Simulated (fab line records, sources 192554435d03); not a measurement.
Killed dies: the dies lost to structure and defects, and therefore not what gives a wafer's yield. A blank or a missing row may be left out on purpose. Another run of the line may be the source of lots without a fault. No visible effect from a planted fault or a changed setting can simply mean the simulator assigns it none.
fab line records ; flow n5-finfet ; part 2 of 2: steps 5 to 6 of 6
record: lots: 20; wafers: 60; last-day: 18
route steps=1938 shown MOL_CONTACT_COAG@605 BEOL_M0_SAQP@635
lots with no fault: from the same line, run without faults
start-h: start of the lot's first displayed wafer, in hours after the record's first day ; wait-h: hours from the lot's prior step to this one ; " repeats the value in the row above ; L1.1+2: a single row standing in for several wafers ; - no value, or no start given ; * or withheld: withheld ; < > ~ a bound
route shown NAME@n: names a module that has steps shown in the file, with the first one's number in the route ; usual: mean/standard deviation taken from wafers without a fault ; same: alike in all rows ; chamber/n: place in a boat ; sites: readings site by site ; _std_site: the values' standard deviation ; _edge_site: inner sites' mean taken away from outer sites' mean ; radius-mm: how far each site lies from the wafer's centre ; mask NAME#n: copy n ; behind: the most recent tool/chamber to have shaped the wafer ; hold: why the lot went on hold/how many hours it stayed there/how the hold came to an end ; device: which transistor (n, p or np) failed to switch ; end of line: the tests these same wafers got at the end of their route ; a step given without rows: its recipe and nothing more ; killed: at the first sort, the dies lost to defects and structure; wafer yield is something else ; map: per-die view of a wafer (x killed, . not killed, _ where there is no die)
set.NAME: the setting that was run; set.NAME@STEP: the one run at that earlier step ; model.NAME: the simulator's own value behind a step, which no gauge read
route steps across a sampled set of lots; one table per step, one row per wafer
services: a tool's chamber out of use, with start hour (start-h, from the record's first day; less than 0 if before it), hours out, and reason
== steps ==
step: N5_BEOL_M0_SAQP_ETCH_106
recipe: chemistry: N2/H2; target: SOC; target-depth-a: 1500; stop-on: SiNx; ion-energy-ev: 100; bias-w: 61; pressure-mtorr: 30; source-w: 850; n2-flow-sccm: 200; h2-flow-sccm: 200
usual: drypump-motor-current-A: 5.7/0.55; oes-product-au: 0.78/0.091; rf-vpp-V: 240.7/1.2; showerhead-plenum-p-Torr: 2.55/0.078; throttle-valve-pct: 17.78/0.2
lot.wafer;tool;chamber;start-h;wait-h;drypump-motor-current-A;oes-product-au;rf-hours-counter-h;rf-vpp-V;showerhead-plenum-p-Torr;throttle-valve-pct
L074.2;rie-diel-03;1;113.00;-;5.7;0.96;2;240.8;2.61;17.58
L074.3;rie-diel-03;0;113.00;-;6.5;0.68;231;241.2;2.63;17.91
L074.6;rie-diel-03;1;113.00;-;5.7;0.96;-;242.1;2.61;17.58
L075.1;rie-diel-06;3;115.03;-;5.7;0.81;83;241.1;2.67;17.64
L075.3;rie-diel-06;0;115.03;-;6.2;0.76;151;238.2;2.42;17.90
L075.5;rie-diel-06;0;115.03;-;6.2;0.76;-;239.8;2.42;17.89
L076.2;rie-diel-03;0;122.81;-;6.5;0.67;233;240.7;2.63;17.89
L076.5;rie-diel-03;0;122.81;-;6.5;0.67;-;241.6;2.63;17.91
L076.6;rie-diel-03;1;122.81;-;5.7;0.95;-;241.7;2.61;17.58
L077.2;rie-diel-06;2;126.31;-;5.0;0.92;14;240.3;2.50;17.35
L077.3;rie-diel-06;0;126.31;-;6.2;0.76;155;239.6;2.42;17.89
L077.6;rie-diel-06;0;126.31;-;6.2;0.76;-;238.9;2.42;17.89
L078.2;rie-diel-06;3;133.04;-;5.7;0.81;89;242.5;2.67;17.64
L078.3;rie-diel-06;0;133.04;-;6.2;0.75;157;239.2;2.42;17.90
L078.6;rie-diel-06;0;133.04;-;6.3;0.75;-;239.4;2.42;17.90
L079.1;rie-diel-06;3;140.26;-;5.8;0.80;91;242.5;2.66;17.64
L079.2;rie-diel-06;1;140.26;-;5.1;0.74;201;239.9;2.51;17.69
L079.5;rie-diel-06;0;140.26;-;6.2;0.76;-;239.6;2.42;17.90
L080.1;rie-diel-01;0;149.40;-;5.2;0.76;143;240.2;2.54;18.06
L080.4;rie-diel-01;2;149.40;-;6.0;0.81;79;240.6;2.56;17.76
L080.5;rie-diel-01;0;149.40;-;5.2;0.76;-;241.7;2.54;18.06
L081.3;rie-diel-03;3;157.20;-;5.5;0.71;200;241.5;2.63;18.04
L081.4;rie-diel-03;1;157.20;-;5.7;0.93;13;241.0;2.60;17.58
L081.6;rie-diel-03;1;157.20;-;5.7;0.92;-;243.6;2.61;17.62
L082.1;rie-diel-03;2;161.58;-;6.6;0.67;231;240.0;2.50;17.91
L082.2;rie-diel-03;0;161.58;-;6.5;0.66;243;241.4;2.62;17.93
L082.4;rie-diel-03;3;161.58;-;5.4;0.70;202;241.4;2.63;18.04
L083.1;rie-diel-01;2;163.04;-;6.0;0.80;83;240.2;2.56;17.77
L083.3;rie-diel-01;3;163.04;-;5.9;0.73;185;238.8;2.44;18.02
L083.5;rie-diel-01;3;163.04;-;5.9;0.73;-;237.8;2.44;18.01
L085.3;rie-diel-03;3;173.57;-;5.4;0.70;206;242.1;2.63;18.02
L085.5;rie-diel-03;1;173.57;-;5.7;0.91;-;241.4;2.60;17.61
L085.6;rie-diel-03;0;173.57;-;6.5;0.66;-;242.2;2.62;17.94
L086.1;rie-diel-01;2;181.73;-;6.0;0.79;89;240.9;2.56;17.77
L086.3;rie-diel-01;3;181.73;-;5.9;0.72;190;240.1;2.44;18.05
L086.4;rie-diel-01;0;181.73;-;5.2;0.76;153;240.6;2.54;18.07
L087.3;rie-diel-06;0;189.07;-;6.2;0.74;172;237.4;2.41;17.93
L087.4;rie-diel-06;2;189.07;-;5.0;0.88;34;239.6;2.49;17.40
L087.5;rie-diel-06;1;189.07;-;5.0;0.72;-;240.0;2.50;17.69
L089.2;rie-diel-03;3;204.83;-;5.4;0.69;217;241.7;2.62;18.06
L089.4;rie-diel-03;2;204.83;-;6.6;0.67;-;239.5;2.49;17.93
L089.5;rie-diel-03;3;204.83;-;5.4;0.69;-;241.9;2.62;18.06
L091.3;rie-diel-06;3;216.01;-;5.7;0.78;114;242.3;2.65;17.68
L091.5;rie-diel-06;3;216.01;-;5.7;0.78;-;242.4;2.65;17.68
L091.6;rie-diel-06;1;216.01;-;5.1;0.71;-;240.1;2.50;17.73
L093.2;rie-diel-03;0;223.14;-;6.5;0.96;6;242.7;2.62;17.57
L093.4;rie-diel-03;0;223.14;-;6.5;0.95;-;241.4;2.62;17.56
L093.6;rie-diel-03;3;223.14;-;5.4;0.69;-;241.5;2.62;18.06
L094.3;rie-diel-03;3;235.35;-;5.5;0.68;229;243.3;2.62;18.06
L094.5;rie-diel-03;1;235.35;-;5.7;0.86;-;242.0;2.59;17.63
L094.6;rie-diel-03;0;235.35;-;6.5;0.94;-;242.2;2.61;17.58
L095.1;rie-diel-03;0;238.93;-;6.5;0.94;13;242.0;2.61;17.59
L095.3;rie-diel-03;1;238.93;-;5.7;0.85;43;241.0;2.59;17.65
L095.6;rie-diel-03;0;238.93;-;6.5;0.93;-;242.6;2.61;17.58
L096.1;rie-diel-06;1;244.80;-;5.1;0.70;232;241.1;2.50;17.74
L096.4;rie-diel-06;3;244.80;-;5.7;0.77;121;241.5;2.65;17.67
L096.5;rie-diel-06;1;244.80;-;5.1;0.71;-;240.1;2.50;17.74
L097.1;rie-diel-03;2;245.66;-;6.6;0.95;1;241.7;2.49;17.51
L097.3;rie-diel-03;1;245.66;-;5.7;0.86;44;241.7;2.59;17.66
L097.6;rie-diel-03;3;245.66;-;5.4;0.69;-;240.8;2.62;18.09
step: N5_BEOL_M0_SAQP_MANDREL2_REMOVE_110
recipe: chemistry: HBr/Cl2/O2; bt-time-s: 10; target: a-Si; stop-on: SiCN; endpoint: OES-SiCl; over-etch-frac: 1; icp-w: 600; bias-w: 30; HBr_flow_sccm: 150; Cl2_flow_sccm: 80; O2_flow_sccm: 5; pressure-mtorr: 10
usual: drypump-motor-current-A: 5.4/0.5; he-backside-leak-sccm: 3.0/0.3; oes_o_777_au: 1.00/0.033; oes-product-au: 0.994/0.016; throttle-valve-pct: 36.63/0.22
lot.wafer;tool;chamber;start-h;wait-h;drypump-motor-current-A;he-backside-leak-sccm;oes_o_777_au;oes-product-au;rf-hours-counter-h;throttle-valve-pct
L074.2;rie-si-02;1;114.84;0.1;5.5;2.8;1.02;0.993;86;36.64
L074.3;rie-si-02;0;114.84;0.1;5.1;3.5;1.01;1.026;158;36.63
L074.6;rie-si-02;2;114.84;0.1;4.8;3.0;0.97;0.990;-;36.79
L075.1;rie-si-05;1;115.97;0.1;5.8;2.7;0.96;0.992;57;36.33
L075.3;rie-si-05;0;115.97;0.1;5.0;2.4;1.01;0.991;1;36.33
L075.5;rie-si-05;1;115.97;0.1;5.8;2.7;0.96;0.987;-;36.33
L076.2;rie-si-02;0;124.36;0.1;5.2;3.3;1.01;1.035;158;36.63
L076.5;rie-si-02;2;124.36;0.1;4.8;3.1;0.96;0.996;-;36.79
L076.6;rie-si-02;1;124.36;0.1;5.5;2.9;1.02;0.990;-;36.63
L077.2;rie-si-02;3;127.25;0.1;5.9;3.2;0.96;0.992;67;36.50
L077.3;rie-si-02;1;127.25;0.1;5.6;3.2;1.02;0.999;86;36.65
L077.6;rie-si-02;0;127.25;0.1;5.2;3.3;1.02;1.031;-;36.64
L078.2;rie-si-02;1;133.99;0.1;5.5;2.9;1.03;0.999;86;36.65
L078.3;rie-si-02;3;133.99;0.1;5.8;3.1;0.98;0.997;67;36.49
L078.6;rie-si-02;2;133.99;0.1;4.8;3.1;0.96;0.988;-;36.78
L079.1;rie-si-02;0;142.24;0.1;5.2;3.5;1.01;1.037;158;36.62
L079.2;rie-si-02;3;142.24;0.1;5.8;3.1;0.97;0.988;68;36.48
L079.5;rie-si-02;1;142.24;0.1;5.5;3.0;1.02;0.997;-;36.66
L080.1;rie-si-02;2;150.34;0.1;4.8;3.1;0.97;0.980;182;36.78
L080.4;rie-si-02;3;150.34;0.1;5.8;3.2;0.98;0.993;68;36.49
L080.5;rie-si-02;1;150.34;0.1;5.5;3.1;1.03;0.999;-;36.64
L081.3;rie-si-02;3;158.23;0.1;5.8;3.1;0.97;0.998;68;36.47
L081.4;rie-si-02;0;158.23;0.1;5.2;3.4;1.01;1.025;159;36.63
L081.6;rie-si-02;2;158.23;0.1;4.8;3.2;0.96;0.993;-;36.79
L082.1;rie-si-03;0;162.54;0.1;5.0;3.1;1.03;0.981;24;36.18
L082.2;rie-si-03;2;162.54;0.1;6.3;2.6;1.03;1.000;39;36.89
L082.4;rie-si-03;1;162.54;0.1;5.8;3.0;0.94;0.967;88;36.92
L083.1;rie-si-02;1;164.04;0.1;5.5;2.8;1.03;0.997;86;36.66
L083.3;rie-si-02;0;164.04;0.1;5.2;3.3;1.01;1.034;159;36.64
L083.5;rie-si-02;2;164.04;0.1;4.8;2.9;0.97;0.997;-;36.80
L085.3;rie-si-03;1;174.56;0.1;5.8;3.0;0.93;0.965;88;36.93
L085.5;rie-si-03;0;174.56;0.1;5.0;3.0;1.03;0.975;-;36.18
L085.6;rie-si-03;1;174.56;0.1;5.8;3.1;0.93;0.968;-;36.91
L086.1;rie-si-02;3;187.45;0.1;5.8;3.2;0.96;1.002;68;36.50
L086.3;rie-si-02;1;187.45;0.1;5.5;3.1;1.02;0.985;87;36.65
L086.4;rie-si-02;2;187.45;0.1;4.8;3.0;0.97;0.998;183;36.79
L087.3;rie-si-03;0;192.68;0.1;5.1;2.7;1.03;0.982;25;36.17
L087.4;rie-si-03;0;192.68;0.1;5.0;2.9;1.04;0.984;-;36.17
L087.5;rie-si-03;2;192.68;0.1;6.2;2.6;1.02;1.003;-;36.89
L089.2;rie-si-02;1;205.78;0.1;5.5;3.0;1.02;0.987;87;36.63
L089.4;rie-si-02;2;205.78;0.1;4.8;3.1;0.97;0.981;183;36.80
L089.5;rie-si-02;1;205.78;0.1;5.5;3.0;1.02;0.982;-;36.64
L091.3;rie-si-05;0;216.98;0.1;5.0;2.4;1.00;0.993;2;36.32
L091.5;rie-si-05;1;216.98;0.1;5.8;2.7;0.95;0.995;-;36.35
L091.6;rie-si-05;0;216.98;0.1;5.0;2.4;0.99;0.991;-;36.29
L093.2;rie-si-02;3;224.16;0.1;5.8;3.2;0.98;0.998;69;36.51
L093.4;rie-si-02;3;224.16;0.1;5.8;3.2;0.96;0.993;-;36.45
L093.6;rie-si-02;1;224.16;0.1;5.5;3.0;1.02;0.990;-;36.64
L094.3;rie-si-03;0;237.65;0.1;5.0;3.0;1.04;0.982;26;36.18
L094.5;rie-si-03;1;237.65;0.1;5.8;3.1;0.93;0.972;-;36.93
L094.6;rie-si-03;2;237.65;0.1;6.2;2.7;1.03;0.996;-;36.89
L095.1;rie-si-05;2;239.87;0.1;5.1;2.7;1.02;1.005;68;36.76
L095.3;rie-si-05;1;239.87;0.1;5.8;2.3;0.95;1.000;59;36.32
L095.6;rie-si-05;1;239.87;0.1;5.8;2.6;0.96;1.003;-;36.34
L096.1;rie-si-05;3;246.26;0.1;4.9;3.4;1.02;0.984;148;36.89
L096.4;rie-si-05;0;246.26;0.1;5.0;2.1;1.00;1.004;3;36.33
L096.5;rie-si-05;3;246.26;0.1;4.9;3.3;1.02;0.989;-;36.89
L097.1;rie-si-02;3;246.94;0.1;5.8;3.1;0.97;0.981;69;36.48
L097.3;rie-si-02;2;246.94;0.1;4.8;3.1;0.96;0.995;184;36.78
L097.6;rie-si-02;2;246.94;0.1;4.9;3.0;0.97;0.997;-;36.79
== services ==
tool;chamber;start-h;hours;kind
rie-diel-06;3;84.92;1.6;repair
rie-si-02;3;93.36;8.5;repair
rie-diel-02;-;93.56;0.3;repair
pecvd-03;-;114.44;1.2;repair
rie-diel-03;-;116.21;0.6;repair
rie-si-02;1;120.26;2.0;repair
rie-diel-03;-;123.78;2.8;pm
pecvd-03;2;126.61;6.8;repair
pecvd-04;-;131.68;1.8;repair
pecvd-04;1;140.31;36.2;repair
pecvd-04;-;141.20;28.1;pm
rie-si-05;-;143.10;2.8;pm
rie-si-03;1;144.77;7.9;repair
rie-diel-06;0;160.21;2.8;repair
rie-diel-04;2;165.46;6.9;repair
pecvd-04;-;179.66;0.3;repair
pecvd-04;-;187.21;3.8;repair
rie-diel-04;0;212.51;4.9;repair
rie-diel-06;0;213.00;3.4;repair
rie-diel-04;2;214.43;1.4;repair
rie-si-02;0;223.87;1.4;repair
rie-diel-01;1;226.18;3.6;repair
pecvd-04;2;233.59;5.8;repair
rie-diel-01;0;241.59;12.8;repair
